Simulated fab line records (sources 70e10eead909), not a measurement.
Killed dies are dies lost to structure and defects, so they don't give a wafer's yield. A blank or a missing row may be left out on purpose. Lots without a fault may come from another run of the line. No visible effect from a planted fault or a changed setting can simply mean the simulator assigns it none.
The tool behind it: which one?	flow nand_harc	12 lots with 36 wafers sampled at 5 steps, on a route of 1159 steps

## WHAT EACH GAUGE READ, for each wafer
NHARC_END_SORT_01. Usual: killed_at_array 26, standard deviation 9.9; killed_at_other 0.8, standard deviation 1; killed_at_periphery 2.8, standard deviation 2.2; killed_dies 29, standard deviation 9.9; killed_open 3.2, standard deviation 1.8; killed_short 2.1, standard deviation 1.4.
lot	measured	on	killed_at_array	killed_at_other	killed_at_periphery	killed_dies	killed_open	killed_short	flag
L883	day 19 19:42	prober-01	9 10 13	0 0 0	1 0 2	10 10 15	0 1 4	3 1 3	
L882	day 20 15:25	prober-02	24 31 25	1 0 0	0 4 3	25 35 28	2 6 4	1 2 0	
L885	day 21 09:30	prober-02	16 12 15	0 0 1	4 1 3	20 13 19	5 4 6	0 1 4	
L886	day 21 00:59	prober-01	23 14 27	1 1 0	2 3 2	26 18 29	5 3 3	2 4 4	
L884	day 20 16:10	prober-01	19 20 22	1 4 1	5 0 0	25 24 23	4 1 0	3 1 1	
L888	day 21 11:05	prober-01	48 42 35	0 1 1	2 2 4	50 45 40	3 3 2	3 0 5	
L892	day 22 13:28	prober-02	26 26 23	0 1 1	7 8 5	33 35 29	4 8 4	2 1 1	
L893	day 22 16:44	prober-01	35 36 35	1 0 0	3 2 2	39 38 37	4 2 4	3 1 1	
L897	day 23 12:43	prober-01	33 39 41	2 2 1	3 5 3	38 46 45	1 8 5	2 4 0	
L899	day 24 00:08	prober-01	29 12 12	2 1 1	3 1 1	34 14 14	5 3 1	2 3 1	
L900	day 24 15:25	prober-01	41 49 44	0 1 0	3 0 2	44 50 46	5 3 0	2 3 3	
L902	day 24 21:35	prober-01	13 15 18	2 0 0	3 6 5	18 21 23	2 1 3	1 3 1	

## WHAT TOOL EACH LOT RAN ON (gives the tool, then ch and the chambers of the sampled wafers, and finally the start)
lot	NHARC_A_CHANNEL_FILL_D1_ALD_02	NHARC_A_CHANNEL_FILL_D1_ALD_25	NHARC_A_CHANNEL_FILL_D1_ETCHBACK_08	NHARC_A_CHANNEL_FILL_D1_STRIP_29
L883	ald_hk-01 ch 0,2,3, day 9 03:53	ald_hk-03 ch 1,2,3, day 10 18:21	rie_diel-12 ch 1,3, day 11 00:04 or earlier	rie_diel-12 ch 0,2,3, day 11 00:04
L882	ald_hk-03 ch 0,2,3, day 9 08:05	ald_hk-01 ch 0,2,3, day 11 01:40	rie_diel-12 ch 0,1, day 11 08:35 or earlier	rie_diel-12 ch 0,1, day 11 08:35
L885	ald_hk-01 ch 0,1, day 9 19:21	ald_hk-04 ch 2,3, day 11 08:00	rie_diel-12 ch 0,2, day 11 13:05 or earlier	rie_diel-12 ch 2,3, day 11 13:05
L886	ald_hk-03 ch 1,2,3, day 9 19:44	ald_hk-03 ch 0,1,3, day 11 08:35	rie_diel-06 ch 2,3, day 11 13:02 or earlier	rie_diel-06 ch 1,2,3, day 11 13:02
L884	ald_hk-03 ch 0,2,3, day 9 23:35	ald_hk-01 ch 1,2,3, day 11 13:04	rie_diel-06 ch 0,2,3, day 11 18:48 or earlier	rie_diel-06 ch 1,2, day 11 18:48
L888	ald_hk-03 ch 0,3, day 10 14:58	ald_hk-04 ch 1,2,3, day 12 03:23	rie_diel-12 ch 0,2,3, day 12 09:07 or earlier	rie_diel-12 ch 0,2,3, day 12 09:07
L892	ald_hk-04 ch 1,2,3, day 11 18:10	ald_hk-01 ch 0,1,2, day 13 07:28	rie_diel-12 ch 1,2, day 13 13:11 or earlier	rie_diel-12 ch 0,1, day 13 13:11
L893	ald_hk-01 ch 2,3, day 11 18:33	ald_hk-03 ch 0,3, day 13 08:14	rie_diel-06 ch 0,1,3, day 13 13:20 or earlier	rie_diel-06 ch 0,2,3, day 13 13:20
L897	ald_hk-03 ch 2,3, day 12 20:22	ald_hk-01 ch 0,2, day 14 09:32	rie_diel-12 ch 0,1,3, day 14 14:39 or earlier	rie_diel-12 ch 0,1,3, day 14 14:39
L899	ald_hk-03 ch 1,3, day 13 07:11	ald_hk-01 ch 1,3, day 14 19:37	rie_diel-12 ch 0,2,3, day 15 01:16 or earlier	rie_diel-12 ch 2,3, day 15 01:16
L900	ald_hk-04 ch 1,2, day 13 12:07	ald_hk-04 ch 0,3, day 15 03:49	rie_diel-06 ch 0,1, day 15 09:33 or earlier	rie_diel-06 ch 0,1, day 15 09:33
L902	ald_hk-04 ch 0,1,3, day 14 01:16	ald_hk-03 ch 0,2,3, day 15 15:05	rie_diel-06 ch 0,2,3, day 15 20:11 or earlier	rie_diel-06 ch 0,2,3, day 15 20:11
- NHARC_A_CHANNEL_FILL_D1_ALD_02: deposits SiO2, target thk 6 nm, pulse time 10 s, ald cycles 60.
- NHARC_A_CHANNEL_FILL_D1_ALD_25: deposits SiOx, target thk 60 nm, pulse time 10 s, ald cycles 600.
- NHARC_A_CHANNEL_FILL_D1_ETCHBACK_08: etches the open film in C4F8, target depth 220 nm, time 110 s.
- NHARC_A_CHANNEL_FILL_D1_STRIP_29: strips in O2, time 20 s.

## WHAT THE TOOLS THEMSELVES READ (means of the sampled wafers that have a number; where no wafer has one, the mark that the record gives instead)
NHARC_A_CHANNEL_FILL_D1_ALD_02. Usual: heater_power_w 475 W, standard deviation 34; precursor_pulse_height_rel 1.000, standard deviation 0.019.
lot	tool	heater_power_w (W)	precursor_pulse_height_rel	flag
L883	ald_hk-01	435	1.021	
L882	ald_hk-03	489	0.990	
L885	ald_hk-01	499	1.008	
L886	ald_hk-03	491	1.004	
L884	ald_hk-03	492	1.007	
L888	ald_hk-03	497	1.011	
L892	ald_hk-04	476	0.988	
L893	ald_hk-01	454	1.017	
L897	ald_hk-03	482	1.004	
L899	ald_hk-03	487	1.013	
L900	ald_hk-04	493	0.993	
L902	ald_hk-04	455	0.992	

NHARC_A_CHANNEL_FILL_D1_ALD_25. Usual: heater_power_w 483 W, standard deviation 39; precursor_pulse_height_rel 1.000, standard deviation 0.02.
lot	tool	heater_power_w (W)	precursor_pulse_height_rel	flag
L883	ald_hk-03	484	0.985	
L882	ald_hk-01	458	1.009	
L885	ald_hk-04	475	1.003	
L886	ald_hk-03	492	0.977	
L884	ald_hk-01	505	0.980	
L888	ald_hk-04	488	1.014	
L892	ald_hk-01	505	1.005	
L893	ald_hk-03	517	1.011	
L897	ald_hk-01	466	1.010	
L899	ald_hk-01	498	0.986	
L900	ald_hk-04	451	1.004	
L902	ald_hk-03	492	1.007	

NHARC_A_CHANNEL_FILL_D1_ETCHBACK_08. Usual: oes_product_au 0.96 a.u., standard deviation 0.036; rf_vpp_V 441.9 V, standard deviation 1.9.
lot	tool	oes_product_au (a.u.)	rf_vpp_V (V)	flag
L883	rie_diel-12	0.92	440.0	
L882	rie_diel-12	1.00	442.6	
L885	rie_diel-12	1.01	442.4	
L886	rie_diel-06	1.00	442.9	
L884	rie_diel-06	1.00	443.2	
L888	rie_diel-12	1.00	442.5	
L892	rie_diel-12	1.01	440.9	
L893	rie_diel-06	0.93	442.4	
L897	rie_diel-12	0.92	441.5	
L899	rie_diel-12	0.92	442.8	
L900	rie_diel-06	1.00	440.9	
L902	rie_diel-06	0.93	442.4	

NHARC_A_CHANNEL_FILL_D1_STRIP_29. Usual: chamber_pressure_mTorr 60.00 mTorr (standard deviation 0.058); drypump_motor_current_A 6.0 A (standard deviation 0.4); mfc_ar_sccm 0.013 sccm (standard deviation 0.015); oes_product_au 1.003 a.u. (standard deviation 0.0076); rf_vpp_V 57.8 V (standard deviation 0.82); showerhead_plenum_p_Torr 3.59 Torr (standard deviation 0.1); throttle_valve_pct 17.036 % (standard deviation 0.0087).
lot	tool	chamber_pressure_mTorr (mTorr)	drypump_motor_current_A (A)	mfc_ar_sccm (sccm)	oes_product_au (a.u.)	rf_vpp_V (V)	showerhead_plenum_p_Torr (Torr)	throttle_valve_pct (%)	flag
L883	rie_diel-12	59.99	6.1	0.012	1.007	57.7	3.60	17.038	
L882	rie_diel-12	59.99	6.1	0.001	1.002	58.0	3.67	17.027	
L885	rie_diel-12	59.96	6.1	0.024	1.003	57.6	3.53	17.027	
L886	rie_diel-06	60.03	5.9	0.020	1.007	58.0	3.54	17.041	
L884	rie_diel-06	59.99	6.0	0.024	0.992	57.5	3.46	17.038	
L888	rie_diel-12	59.98	6.1	0.012	1.009	57.5	3.60	17.036	
L892	rie_diel-12	-	-	-	-	-	-	-	OFF
L893	rie_diel-06	-	-	-	-	-	-	-	OFF
L897	rie_diel-12	60.02	5.8	0.001	1.004	57.9	3.60	17.041	
L899	rie_diel-12	59.92	6.1	0.024	1.002	58.3	3.53	17.036	
L900	rie_diel-06	60.09	6.4	0.006	0.996	58.1	3.65	17.030	
L902	rie_diel-06	60.06	5.9	0.014	1.004	58.8	3.66	17.041	

## THE ANSWER, worked out from the rows above alone
Rule: a lot counts as off when the mean over its wafers that have a number is more than 3 standard deviations away from the usual mean. A lot without any number at a reading at which 4 lots or more have one is off too. The other lots that the step has rows for count as sound. After the gauges, taken in route order, come the tools' own readings; for these a lot's mean is taken, as printed above. At the first step where some lot is off, the reading lying furthest off is the one used; lots without a number count as furthest.
Off: L892, L893, at NHARC_A_CHANNEL_FILL_D1_STRIP_29 (chamber_pressure_mTorr). Without a number there: L892, L893.
If a tool, at that step or one of the process steps before it, ran each lot that is off and ran no sound lot following the first of them, it fits. NHARC_A_CHANNEL_FILL_D1_ETCHBACK_08: start missing for some lots; hours and lot order therefore follow NHARC_A_CHANNEL_FILL_D1_STRIP_29. Not one of the candidates tried fits.

## WHAT THE SIMULATOR HAD PUT IN
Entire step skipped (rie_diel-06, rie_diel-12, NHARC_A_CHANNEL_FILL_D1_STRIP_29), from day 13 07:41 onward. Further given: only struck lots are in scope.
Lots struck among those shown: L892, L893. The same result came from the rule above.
